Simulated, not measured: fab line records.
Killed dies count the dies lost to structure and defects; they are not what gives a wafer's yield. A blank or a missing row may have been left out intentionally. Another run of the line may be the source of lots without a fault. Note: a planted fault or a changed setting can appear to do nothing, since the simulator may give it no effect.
fab line records :: flow nand-harc
[record]
  lots = 5
  wafers = 14
  last-day = 33
route steps=1302 shown A_ZERO_WELL@412 A_SOURCE_PLATE@413 A_ONON_D1@424 END@1302
lots untouched by any fault: they come from a run of this same line in which no faults occurred
start-h: hours from the record's first day to the start of the lot's first wafer shown :: wait-h: hours from the lot's prior step to this one :: " unchanged from the row above :: L1.1+2: a row that stands for several wafers :: - value missing, or start not given :: * or withheld: withheld :: < > ~ a bound
route shown NAME@n: NAME is a module with steps in the file, n the number in the route of the first one :: usual: average and standard deviation across the fault-free wafers :: same: alike in all rows :: chamber/n: place in a boat :: sites: per-site readings :: _std_site: standard deviation across them :: _edge_site: inner sites' mean taken away from outer sites' mean :: radius-mm: how far each site lies from the wafer's centre :: mask NAME#n: copy n :: behind: tool/chamber where the wafer was last shaped :: hold: reason for holding the lot/hours on hold/outcome of the hold :: device: the transistor (n, p or np) that didn't switch :: end of line: the tests these same wafers got at the end of their route :: where a step has no rows: the recipe by itself :: killed: count of dies lost to structure and defects at first sort (not the wafer's yield) :: map: per-die view of a wafer (x killed, . not killed, _ where there is no die)
set.NAME: the run value of the setting; set.NAME@STEP: its run value at that earlier step :: model.NAME: the simulator's own value behind a step, which no gauge read
lots at selected steps of the route; one table per step, one row per wafer
services: a tool's chamber out of use, with start hour (start-h, from the record's first day; less than 0 if before it), hours out, and reason
[[steps]]
[step NHARC_A_ZERO_WELL_INSPECT_17]
[usual]
  raw-defect-count = 11/7.1
lot.wafer: L445.2
tool: defect-inspect-01
chamber: -
start-h: 179.41
wait-h: 0.1
raw-defect-count: 5

lot.wafer: L445.4
tool: defect-inspect-01
chamber: -
start-h: 179.41
wait-h: 0.1
raw-defect-count: 7

lot.wafer: L445.5
tool: defect-inspect-01
chamber: -
start-h: 179.41
wait-h: 0.1
raw-defect-count: 11

lot.wafer: L446.1
tool: defect-inspect-01
chamber: -
start-h: 187.02
wait-h: 0.2
raw-defect-count: 10

lot.wafer: L446.2
tool: defect-inspect-01
chamber: -
start-h: 187.02
wait-h: 0.2
raw-defect-count: 12

lot.wafer: L446.4
tool: defect-inspect-01
chamber: -
start-h: 187.02
wait-h: 0.2
raw-defect-count: 11

lot.wafer: L450.3
tool: defect-inspect-01
chamber: -
start-h: 242.86
wait-h: 0.1
raw-defect-count: 15

lot.wafer: L450.4
tool: defect-inspect-01
chamber: -
start-h: 242.86
wait-h: 0.1
raw-defect-count: 28

lot.wafer: L450.6
tool: defect-inspect-01
chamber: -
start-h: 242.86
wait-h: 0.1
raw-defect-count: 16

lot.wafer: L462.3
tool: defect-inspect-02
chamber: -
start-h: 353.26
wait-h: 0.1
raw-defect-count: 13

lot.wafer: L462.6
tool: defect-inspect-02
chamber: -
start-h: 353.26
wait-h: 0.1
raw-defect-count: 4

lot.wafer: L463.2
tool: defect-inspect-02
chamber: -
start-h: 358.73
wait-h: 0.1
raw-defect-count: 6

lot.wafer: L463.5
tool: defect-inspect-02
chamber: -
start-h: 358.73
wait-h: 0.1
raw-defect-count: 9

lot.wafer: L463.6
tool: defect-inspect-02
chamber: -
start-h: 358.73
wait-h: 0.1
raw-defect-count: 14
[step NHARC_A_SOURCE_PLATE_PRECLEAN_00]
[recipe]
  time-s = 60
  chemistry = HF-LAST
[step NHARC_A_SOURCE_PLATE_SRD_01]
[step NHARC_A_SOURCE_PLATE_OXIDE_02]
[recipe]
  target-thk-a = 100
  temp-c = 900
  ox-time-s = 1362
  material = SiO2
[step NHARC_A_SOURCE_PLATE_THK_MEAS_09]
[recipe]
  thk-meas-gauge = ellipsometry
[usual]
  thk-nm = 9.7/1
lot.wafer: L445.2
tool: film-metro-02
chamber: -
start-h: 186.69
wait-h: 0.4
thk-nm: 11.5

lot.wafer: L445.4
tool: film-metro-02
chamber: -
start-h: 186.69
wait-h: 0.4
thk-nm: 8.4

lot.wafer: L445.5
tool: film-metro-02
chamber: -
start-h: 186.69
wait-h: 0.4
thk-nm: 9.8

lot.wafer: L446.1
tool: film-metro-02
chamber: -
start-h: 193.84
wait-h: 0.4
thk-nm: 9.5

lot.wafer: L446.2
tool: film-metro-02
chamber: -
start-h: 193.84
wait-h: 0.4
thk-nm: 8.2

lot.wafer: L446.4
tool: film-metro-02
chamber: -
start-h: 193.84
wait-h: 0.4
thk-nm: 7.3

lot.wafer: L450.3
tool: film-metro-02
chamber: -
start-h: 253.47
wait-h: 0.4
thk-nm: 8.1

lot.wafer: L450.4
tool: film-metro-02
chamber: -
start-h: 253.47
wait-h: 0.4
thk-nm: 11.6

lot.wafer: L450.6
tool: film-metro-02
chamber: -
start-h: 253.47
wait-h: 0.4
thk-nm: 9.6

lot.wafer: L462.3
tool: film-metro-02
chamber: -
start-h: 360.56
wait-h: 0.4
thk-nm: 8.7

lot.wafer: L462.6
tool: film-metro-02
chamber: -
start-h: 360.56
wait-h: 0.4
thk-nm: 9.7

lot.wafer: L463.2
tool: film-metro-02
chamber: -
start-h: 365.74
wait-h: 0.4
thk-nm: 9.0

lot.wafer: L463.5
tool: film-metro-02
chamber: -
start-h: 365.74
wait-h: 0.4
thk-nm: 10.7

lot.wafer: L463.6
tool: film-metro-02
chamber: -
start-h: 365.74
wait-h: 0.4
thk-nm: 10.2
[step NHARC_A_SOURCE_PLATE_PVD_04]
[recipe]
  target-thk-a = 500
  material = WSi2
[step NHARC_A_SOURCE_PLATE_CVD_03]
[recipe]
  target-thk-a = 2000
  temp-c = 620
  pressure-mtorr = 200
  time-s = 4000
  material = poly-Si
[step NHARC_A_SOURCE_PLATE_ANNEAL_05]
[recipe]
  temp-c = 850
  time-s = 1800
[step NHARC_A_SOURCE_PLATE_THK_MEAS_06]
[recipe]
  thk-meas-gauge = ellipsometry
[usual]
  thk-nm = 201.1/2.7
lot.wafer: L445.2
tool: film-metro-01
chamber: -
start-h: 199.17
wait-h: 0.4
thk-nm: 203.8

lot.wafer: L445.4
tool: film-metro-01
chamber: -
start-h: 199.17
wait-h: 0.4
thk-nm: 204.7

lot.wafer: L445.5
tool: film-metro-01
chamber: -
start-h: 199.17
wait-h: 0.4
thk-nm: 204.3

lot.wafer: L446.1
tool: film-metro-01
chamber: -
start-h: 206.73
wait-h: 0.4
thk-nm: 201.8

lot.wafer: L446.2
tool: film-metro-01
chamber: -
start-h: 206.73
wait-h: 0.4
thk-nm: 200.8

lot.wafer: L446.4
tool: film-metro-01
chamber: -
start-h: 206.73
wait-h: 0.4
thk-nm: 203.7

lot.wafer: L450.3
tool: film-metro-01
chamber: -
start-h: 266.04
wait-h: 0.4
thk-nm: 204.8

lot.wafer: L450.4
tool: film-metro-01
chamber: -
start-h: 266.04
wait-h: 0.4
thk-nm: 206.3

lot.wafer: L450.6
tool: film-metro-01
chamber: -
start-h: 266.04
wait-h: 0.4
thk-nm: 203.0

lot.wafer: L462.3
tool: film-metro-01
chamber: -
start-h: 374.09
wait-h: 0.4
thk-nm: 203.6

lot.wafer: L462.6
tool: film-metro-01
chamber: -
start-h: 374.09
wait-h: 0.4
thk-nm: 203.0

lot.wafer: L463.2
tool: film-metro-01
chamber: -
start-h: 379.45
wait-h: 0.4
thk-nm: 200.2

lot.wafer: L463.5
tool: film-metro-01
chamber: -
start-h: 379.45
wait-h: 0.4
thk-nm: 200.4

lot.wafer: L463.6
tool: film-metro-01
chamber: -
start-h: 379.45
wait-h: 0.4
thk-nm: 199.7
[step NHARC_A_SOURCE_PLATE_INSPECT_08]
[usual]
  raw-defect-count = 56/19
lot.wafer: L445.2
tool: defect-inspect-01
chamber: -
start-h: 199.26
wait-h: 0.0
raw-defect-count: 69

lot.wafer: L445.4
tool: defect-inspect-01
chamber: -
start-h: 199.26
wait-h: 0.0
raw-defect-count: 40

lot.wafer: L445.5
tool: defect-inspect-01
chamber: -
start-h: 199.26
wait-h: 0.0
raw-defect-count: 47

lot.wafer: L446.1
tool: defect-inspect-02
chamber: -
start-h: 206.84
wait-h: 0.0
raw-defect-count: 89

lot.wafer: L446.2
tool: defect-inspect-02
chamber: -
start-h: 206.84
wait-h: 0.0
raw-defect-count: 57

lot.wafer: L446.4
tool: defect-inspect-02
chamber: -
start-h: 206.84
wait-h: 0.0
raw-defect-count: 54

lot.wafer: L450.3
tool: defect-inspect-02
chamber: -
start-h: 266.11
wait-h: 0.0
raw-defect-count: 55

lot.wafer: L450.4
tool: defect-inspect-02
chamber: -
start-h: 266.11
wait-h: 0.0
raw-defect-count: 32

lot.wafer: L450.6
tool: defect-inspect-02
chamber: -
start-h: 266.11
wait-h: 0.0
raw-defect-count: 39

lot.wafer: L462.3
tool: defect-inspect-02
chamber: -
start-h: 374.16
wait-h: 0.0
raw-defect-count: 71

lot.wafer: L462.6
tool: defect-inspect-02
chamber: -
start-h: 374.16
wait-h: 0.0
raw-defect-count: 42

lot.wafer: L463.2
tool: defect-inspect-02
chamber: -
start-h: 379.52
wait-h: 0.0
raw-defect-count: 43

lot.wafer: L463.5
tool: defect-inspect-02
chamber: -
start-h: 379.52
wait-h: 0.0
raw-defect-count: 78

lot.wafer: L463.6
tool: defect-inspect-02
chamber: -
start-h: 379.52
wait-h: 0.0
raw-defect-count: 84
[step NHARC_A_ONON_D1_DEP_00]
[recipe]
  target-thk-a = 10000
  n2-flow-sccm = 2750
  n2o-flow-sccm = 2000
  nh3-flow-sccm = 500
  sih4-flow-sccm = 210
  temp-c = 400
[usual]
  n2-flow-sccm = 2750/8.6
lot.wafer: L445.2
tool: pecvd-onon-03
chamber: 0
start-h: 199.38
wait-h: 0.1
n2-flow-sccm: 2759

lot.wafer: L445.4
tool: pecvd-onon-03
chamber: 0
start-h: 199.38
wait-h: 0.1
n2-flow-sccm: 2749

lot.wafer: L445.5
tool: pecvd-onon-03
chamber: 0
start-h: 199.38
wait-h: 0.1
n2-flow-sccm: 2749

lot.wafer: L446.1
tool: pecvd-onon-03
chamber: 0
start-h: 206.90
wait-h: 0.1
n2-flow-sccm: 2737

lot.wafer: L446.2
tool: pecvd-onon-03
chamber: 0
start-h: 206.90
wait-h: 0.1
n2-flow-sccm: 2744

lot.wafer: L446.4
tool: pecvd-onon-03
chamber: 0
start-h: 206.90
wait-h: 0.1
n2-flow-sccm: 2744

lot.wafer: L450.3
tool: pecvd-onon-03
chamber: 0
start-h: 266.29
wait-h: 0.2
n2-flow-sccm: 2751

lot.wafer: L450.4
tool: pecvd-onon-03
chamber: 0
start-h: 266.29
wait-h: 0.2
n2-flow-sccm: 2766

lot.wafer: L450.6
tool: pecvd-onon-03
chamber: 0
start-h: 266.29
wait-h: 0.2
n2-flow-sccm: 2757

lot.wafer: L462.3
tool: pecvd-onon-03
chamber: 0
start-h: 374.34
wait-h: 0.2
n2-flow-sccm: 2757

lot.wafer: L462.6
tool: pecvd-onon-03
chamber: 0
start-h: 374.34
wait-h: 0.2
n2-flow-sccm: 2754

lot.wafer: L463.2
tool: pecvd-onon-02
chamber: 0
start-h: 379.64
wait-h: 0.1
n2-flow-sccm: 2740

lot.wafer: L463.5
tool: pecvd-onon-02
chamber: 0
start-h: 379.64
wait-h: 0.1
n2-flow-sccm: 2752

lot.wafer: L463.6
tool: pecvd-onon-02
chamber: 0
start-h: 379.64
wait-h: 0.1
n2-flow-sccm: 2750
[step NHARC_A_ONON_D1_THK_MEAS_02]
[recipe]
  thk-meas-gauge = ellipsometry
[usual]
  thk-nm = 998/8.6
lot.wafer: L445.2
tool: film-metro-02
chamber: -
start-h: 199.83
wait-h: -
thk-nm: 1008

lot.wafer: L445.4
tool: film-metro-02
chamber: -
start-h: 199.83
wait-h: -
thk-nm: 1007

lot.wafer: L445.5
tool: film-metro-02
chamber: -
start-h: 199.83
wait-h: -
thk-nm: 1009

lot.wafer: L446.1
tool: film-metro-01
chamber: -
start-h: 207.41
wait-h: -
thk-nm: 1000

lot.wafer: L446.2
tool: film-metro-01
chamber: -
start-h: 207.41
wait-h: -
thk-nm: 1000

lot.wafer: L446.4
tool: film-metro-01
chamber: -
start-h: 207.41
wait-h: -
thk-nm: 999

lot.wafer: L450.3
tool: film-metro-01
chamber: -
start-h: 266.69
wait-h: -
thk-nm: 991

lot.wafer: L450.4
tool: film-metro-01
chamber: -
start-h: 266.69
wait-h: -
thk-nm: 990

lot.wafer: L450.6
tool: film-metro-01
chamber: -
start-h: 266.69
wait-h: -
thk-nm: 992

lot.wafer: L462.3
tool: film-metro-01
chamber: -
start-h: 374.74
wait-h: -
thk-nm: 990

lot.wafer: L462.6
tool: film-metro-01
chamber: -
start-h: 374.74
wait-h: -
thk-nm: 1077

lot.wafer: L463.2
tool: film-metro-01
chamber: -
start-h: 380.09
wait-h: -
thk-nm: 997

lot.wafer: L463.5
tool: film-metro-01
chamber: -
start-h: 380.09
wait-h: -
thk-nm: 997

lot.wafer: L463.6
tool: film-metro-01
chamber: -
start-h: 380.09
wait-h: -
thk-nm: 997
[step NHARC_A_ONON_D1_DEP_03]
[recipe]
  target-thk-a = 10000
  n2-flow-sccm = 2750
  n2o-flow-sccm = 2000
  nh3-flow-sccm = 500
  sih4-flow-sccm = 210
  temp-c = 400
[step NHARC_END_SORT_01]
[recipe]
  temp-c = 25
[usual]
  killed-at-array = 63/17
  killed-at-other = 0.8/1.1
  killed-at-periphery = 3.5/3
  killed-dies = 67/17
  killed-open = 3.1/1.6
  killed-short = 2.6/1.4
[same]
  gross-dies = 677
lot.wafer: L445.2
tool: prober-02
chamber: 0
start-h: 594.37
wait-h: 2.8
killed-at-array: 102
killed-at-other: 0
killed-at-periphery: 2
killed-dies: 104
killed-open: 2
killed-short: 3

lot.wafer: L445.4
tool: prober-02
chamber: 0
start-h: 595.98
wait-h: 3.4
killed-at-array: 75
killed-at-other: 0
killed-at-periphery: 5
killed-dies: 80
killed-open: 3
killed-short: 1

lot.wafer: L445.5
tool: prober-02
chamber: 0
start-h: 596.78
wait-h: 3.7
killed-at-array: 99
killed-at-other: 0
killed-at-periphery: 7
killed-dies: 106
killed-open: 5
killed-short: 4

lot.wafer: L450.3
tool: prober-01
chamber: 0
start-h: 665.22
wait-h: 3.1
killed-at-array: 58
killed-at-other: 0
killed-at-periphery: 0
killed-dies: 58
killed-open: 2
killed-short: 4

lot.wafer: L450.4
tool: prober-01
chamber: 0
start-h: 666.02
wait-h: 3.4
killed-at-array: 65
killed-at-other: 0
killed-at-periphery: 1
killed-dies: 66
killed-open: 1
killed-short: 4

lot.wafer: L450.6
tool: prober-01
chamber: 0
start-h: 667.63
wait-h: 4.0
killed-at-array: 57
killed-at-other: 0
killed-at-periphery: 0
killed-dies: 57
killed-open: 3
killed-short: 1

lot.wafer: L462.3
tool: prober-01
chamber: 0
start-h: 780.46
wait-h: 3.1
killed-at-array: 60
killed-at-other: 0
killed-at-periphery: 4
killed-dies: 64
killed-open: 2
killed-short: 2

lot.wafer: L462.6
tool: prober-01
chamber: 0
start-h: 782.87
wait-h: 4.0
killed-at-array: 674
killed-at-other: 0
killed-at-periphery: 3
killed-dies: 677
killed-open: 1
killed-short: 3
// killed by level:class
L445.2 A_CHANNEL_HOLE_D1:chamber-film-flake=39 A_CHANNEL_HOLE_D2:chamber-film-flake=25 A_SLIT:chamber-film-flake=21 A_CONTACT:chamber-film-flake=9 P_STI:geometric-particle:open=1 A_ONON_D1:geometric-particle:short=1 A_CHANNEL_FILL_D1:geometric-particle:short=1 A_CHANNEL_FILL_D2:geometric-particle:open=1
L445.4 A_SLIT:chamber-film-flake=27 A_CHANNEL_HOLE_D1:chamber-film-flake=21 A_CHANNEL_HOLE_D2:chamber-film-flake=20 P_STI:chamber-film-flake=3 P_GATE:geometric-particle:open=1 A_ONON_D1:geometric-particle:open=1 A_WL_FILL:geometric-particle:short=1 A_BLC:geometric-particle:open=1
L445.5 A_CHANNEL_HOLE_D2:chamber-film-flake=34 A_SLIT:chamber-film-flake=29 A_CHANNEL_HOLE_D1:chamber-film-flake=27 P_M1:geometric-particle:open=2 P_STI:chamber-film-flake=2 P_M0:geometric-particle:short=1 A_ONON_D1:geometric-particle:open=1 A_ONON_D1:geometric-particle:short=1
L450.3 A_SLIT:chamber-film-flake=27 A_CONTACT:chamber-film-flake=6 A_CHANNEL_HOLE_D1:chamber-film-flake=4 A_STAIRCASE:chamber-film-flake=3 A_WL_FILL:chamber-film-flake=3 A_BLC:chamber-film-flake=3 A_CHANNEL_FILL_D1:chamber-film-flake=2 A_CHANNEL_FILL_D2:chamber-film-flake=2
L450.4 A_SLIT:chamber-film-flake=41 A_CHANNEL_HOLE_D1:chamber-film-flake=6 A_STAIRCASE:chamber-film-flake=4 A_BLC:chamber-film-flake=4 A_CONTACT:chamber-film-flake=3 A_WL_FILL:chamber-film-flake=2 P_M0:geometric-particle:short=1 A_ONON_D2:geometric-particle:short=1
L450.6 A_SLIT:chamber-film-flake=32 A_CHANNEL_HOLE_D1:chamber-film-flake=6 A_STAIRCASE:chamber-film-flake=5 A_CONTACT:chamber-film-flake=4 A_CHANNEL_FILL_D1:chamber-film-flake=2 A_SOURCE_PLATE:geometric-particle:short=1 A_ONON_D2:geometric-particle:open=1 A_CHANNEL_FILL_D2:geometric-particle:open=1
L462.3 A_SLIT:chamber-film-flake=35 A_CHANNEL_HOLE_D1:chamber-film-flake=15 P_GATE:chamber-film-flake=3 A_CONTACT:chamber-film-flake=3 A_WL_FILL:chamber-film-flake=2 P_M0:geometric-particle:open=1 A_ONON_D2:geometric-particle:open=1 A_CHANNEL_FILL_D2:geometric-particle:short=1
L462.6 A_ONON_D1:area-dep=626 A_SLIT:chamber-film-flake=28 A_CHANNEL_HOLE_D1:chamber-film-flake=12 A_CHANNEL_FILL_D2:geometric-particle:short=2 P_GATE:chamber-film-flake=2 A_DECK1_JOINT:chamber-film-flake=2 A_ONON_D2:geometric-particle:short=1 A_CONTACT:geometric-particle:open=1
// map L462.6 (x killed, . not)
____________x____________
_________xxxxxxx_________
_______xxxxxxxxxxx_______
______xxxxxxxxxxxxx______
_____xxxxxxxxxxxxxxx_____
____xxxxxxxxxxxxxxxxx____
____xxxxxxxxxxxxxxxxx____
___xxxxxxxxxxxxxxxxxxx___
___xxxxxxxxxxxxxxxxxxx___
__xxxxxxxxxxxxxxxxxxxxx__
__xxxxxxxxxxxxxxxxxxxxx__
_xxxxxxxxxxxxxxxxxxxxxxx_
_xxxxxxxxxxxxxxxxxxxxxxx_
_xxxxxxxxxxxxxxxxxxxxxxx_
_xxxxxxxxxxxxxxxxxxxxxxx_
_xxxxxxxxxxxxxxxxxxxxxxx_
xxxxxxxxxxxxxxxxxxxxxxxxx
xxxxxxxxxxxxxxxxxxxxxxxxx
xxxxxxxxxxxxxxxxxxxxxxxxx
xxxxxxxxxxxxxxxxxxxxxxxxx
xxxxxxxxxxxxxxxxxxxxxxxxx
_xxxxxxxxxxxxxxxxxxxxxxx_
_xxxxxxxxxxxxxxxxxxxxxxx_
_xxxxxxxxxxxxxxxxxxxxxxx_
_xxxxxxxxxxxxxxxxxxxxxxx_
_xxxxxxxxxxxxxxxxxxxxxxx_
__xxxxxxxxxxxxxxxxxxxxx__
__xxxxxxxxxxxxxxxxxxxxx__
___xxxxxxxxxxxxxxxxxxx___
___xxxxxxxxxxxxxxxxxxx___
____xxxxxxxxxxxxxxxxx____
____xxxxxxxxxxxxxxxxx____
_____xxxxxxxxxxxxxxx_____
______xxxxxxxxxxxxx______
_______xxxxxxxxxxx_______
_________xxxxxxx_________
____________x____________
// map L445.5 (x killed, . not)
____________.____________
_________......._________
_______..........._______
______.............______
_____......x........_____
____..x..............____
____.................____
___.x.................___
___...................___
__.....................__
__.....................__
_...x...............x..._
_......................._
_................x.x.xx._
_.........x.....x..xxx.._
_.................xxxx.._
..................xxxxx..
........x........x.xxxx..
................x...xx...
.x............xx...x.xx..
.............x.xx.x......
_xx...........xx..xx...._
_.............xxx.x....._
_...xx.x....x.xxxx......_
_xx.xx......x.xxxx......_
_..x.xx.......xxxx..x..._
__xxxxx.x....xxxxxx....__
__xx.xx.......x........__
___xxx.......x........___
___xx.xx..............___
____.............x...____
____.x..x............____
_____x.............._____
______.............______
_______..........._______
_________......._________
____________.____________
[[services]]
tool: pecvd-onon-02
chamber: -
start-h: 185.18
hours: 13.0
kind: pm

tool: pecvd-onon-03
chamber: -
start-h: 218.94
hours: 5.7
kind: repair

tool: pecvd-onon-03
chamber: -
start-h: 227.00
hours: 13.0
kind: pm

tool: pecvd-onon-02
chamber: -
start-h: 366.18
hours: 13.0
kind: pm
[[key]]
[first-sign]
  step = NHARC_A_ONON_D1_THK_MEAS_02
  reading = thk-nm
  direction = up
  sigmas = 9.2
  usual = 998
  struck = 1077
[effect]
  step = NHARC_END_SORT_01
  reading = killed-at-array
  direction = up
  sigmas = 35
  usual = 63
  struck = 674
[more-kills-born-at]
  NHARC_A_ONON_D1_DEP_00@pecvd-onon-03 = 626
met-at NHARC_A_ONON_D1_DEP_00
struck-wafers L462.6
later-rows-left-out L462.6
tester-left-out L462
onset-between 266.29 374.34
[fault]
  kind = process-parameter-drift
  tool = pecvd-onon-03
  chamber = -
  onset-h = 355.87
  steps = NHARC_A_ONON_D1_DEP_00
  channel = target-thk-a
  offset = *
  shape = step
  end-h = 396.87
  scope = struck-wafers-only
  acts-in = *
  stated = *
// tester-left-out: of these lots the tester's yield and bins aren't shown, on N5 and GAA mostly nor the transistor test; their killed dies are dies lost to structure and defects alone, not to doping, threshold or leakage, so they don't give the yield
// later-rows-left-out: the simulator's readings of these wafers behind a module that went badly wrong aren't trusted and aren't shown, but for the sort
